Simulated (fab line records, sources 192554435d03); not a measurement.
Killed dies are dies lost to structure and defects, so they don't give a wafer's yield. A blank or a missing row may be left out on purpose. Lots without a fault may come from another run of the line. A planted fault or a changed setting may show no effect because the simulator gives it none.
A struck lot beside a sound one | flow n5_finfet | 16 steps out of a route of 1938
Sound: wafers L510.3, L510.5, L510.6. Struck: wafers L518.1, L518.2, L518.5. The cause comes at the end.
At each step with rows: each side's tool, then ch and its chambers, then its first start. Under that, the readings that differ: sound wafers | struck wafers | difference of the means | sigmas: that difference in standard deviations of wafers without a fault.
alike: readings whose means differ by less than 2 such deviations, and words and numbers that are the same on both sides. not compared: withheld readings, readings that some wafer has no value for, bounds like >300 that may hide the same value, and numbers for which the record gives no deviation and whose values overlap.
The two part at a step that has a row with sigmas, a row that says differs or no value, or rows on one side only. Numbers that don't overlap but have no deviation are shown without sigmas and don't part them. A reading that every wafer of one side lacks parts them only if that side has two wafers or more.

N5_HKMG_FIN_ETCH_35: etches SOC in N2/H2, target depth 215.8 nm, time 243.4 s.
  sound on rie_diel-06 ch 2,3, day 5 09:10; struck on rie_diel-02 ch 2,3, day 7 13:29
  alike: drypump_motor_current_A, oes_product_au, rf_vpp_V, showerhead_plenum_p_Torr, throttle_valve_pct
  not compared: rf_hours_counter_h
N5_HKMG_FIN_STRIP_92: strips SOC in N2/H2, time 20 s.
  sound on rie_diel-06 ch 2,3, day 5 09:19; struck on rie_diel-02 ch 2,3, day 7 13:38
  alike: drypump_motor_current_A, oes_product_au, rf_vpp_V, showerhead_plenum_p_Torr, throttle_valve_pct
  not compared: rf_hours_counter_h
then, 2 steps without rows for these wafers: N5_HKMG_FIN_WET_ETCH_18 (etches TiN in SC1, time 55 s, target depth 5.2 nm, rinse time 30 s); N5_HKMG_FIN_STRIP_19 (strips in N2/H2, time 360 s).
N5_HKMG_FIN_ALD_91: deposits TiN, target thk 1 nm, pulse time 1 s, purge time 3 s.
  sound on ald_metal-01 ch 2,3, day 5 09:59; struck on ald_metal-01 ch 1,3, day 7 14:10
  alike: heater_power_w, precursor_pulse_height_rel, susceptor_temp_C
then, 1 step without rows for these wafers: N5_HKMG_FIN_COAT_85 (time 60 s, resist thk 300 nm).
N5_HKMG_FIN_ETCH_86: etches SOC in N2/H2, stops on TiN, target depth 393.2 nm.
  sound on rie_diel-06 ch 1,2, day 5 10:20; struck on rie_diel-06 ch 0,2,3, day 7 14:32
  alike: drypump_motor_current_A, oes_product_au, rf_vpp_V, showerhead_plenum_p_Torr, throttle_valve_pct
  not compared: rf_hours_counter_h
then, 3 steps without rows for these wafers: N5_HKMG_FIN_STRIP_89 (strips SOC in N2/H2, time 20 s); N5_HKMG_FIN_WET_ETCH_87 (etches TiN in SC1, time 154.2 s, target depth 4.7 nm, rinse time 30 s); N5_HKMG_FIN_STRIP_88 (strips in N2/H2, time 360 s).
N5_HKMG_FIN_NWFM_ALD_20: deposits TiAlC, target thk 2 nm, pulse time 3 s, purge time 2 s.
  sound on ald_metal-03 ch 2,3, day 5 10:58; struck on ald_metal-04 ch 1,2, day 7 15:10
  alike: heater_power_w, precursor_pulse_height_rel, susceptor_temp_C
then, 1 step without rows for these wafers: N5_HKMG_FIN_ALD_71 (deposits TiN, target thk 1 nm, pulse time 1 s, purge time 3 s).
N5_HKMG_FIN_COAT_66: time 60 s, resist thk 300 nm.
  sound on litho_track-01 ch 0, day 5 11:21; struck on litho_track-01 ch 0, day 7 15:32
  reading          | sound             | struck            | difference | sigmas
  run_length_s (s) | 65.70 65.95 65.78 | 76.67 76.41 76.48 | +10.71     | +41
  alike: chill_plate_temp_C, spin_speed_rpm
then, 1 step without rows for these wafers: N5_HKMG_FIN_ETCH_67 (etches SOC in N2/H2, stops on TiN, target depth 388.9 nm).
-- the record jumps here: 4 days lie between the struck wafers' starts before and after (it left off in module HKMG_FIN and takes up again in module BEOL_M4, whose first step shown is number 1111 of the route) --
N5_BEOL_M4_RC_MEAS_101:
  sound on prober-02 ch 0, day 9 05:29; struck on prober-01 ch 0, day 11 21:16
  reading        | sound          | struck         | difference | sigmas
  DIBL_P (mV/V)  | 32.5 33.9 35.6 | 41.3 40.3 38.5 | +6.0       | +3
  IOFF_P (nA/um) | 0.14 0.16 0.18 | 0.29 0.28 0.24 | +0.11      | +3
  SS_P (mV/dec)  | 73.4 73.1 73.4 | 74.2 75.1 75.0 | +1.5       | +2
  VT_P (mV)      | -256 -256 -254 | -248 -242 -247 | +10        | +3
  alike: DIBL_N, IOFF_N, ION_N, ION_P, SS_N, VT_N
-- the record jumps here: 5 days lie between the struck wafers' starts before and after (it left off in module BEOL_M4 and takes up again in module PASSIVATION, whose first step shown is number 1936 of the route) --
N5_PASSIVATION_PROBE_49:
  sound on prober-01, day 13 22:05; struck on prober-01, day 16 13:04
  alike: defect_limited_yield, killed_at_M0_to_M3, killed_at_M4_up, killed_at_contacts, killed_at_front_end, killed_at_other, killed_dies, killed_open, killed_short, sort_bin_5_function, sort_bin_6_memory, sort_bin_8_speed, sort_n_pass, sort_yield_pct

WHERE THEY PART
First at N5_HKMG_FIN_COAT_66; last, within this record, at N5_BEOL_M4_RC_MEAS_101. Later steps at which nothing parts them and some readings are alike: N5_PASSIVATION_PROBE_49.

WHY: what the simulator had put in
Process parameter drift: litho_track-01, from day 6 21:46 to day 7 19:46, at N5_HKMG_FIN_COAT_66. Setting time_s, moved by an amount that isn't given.
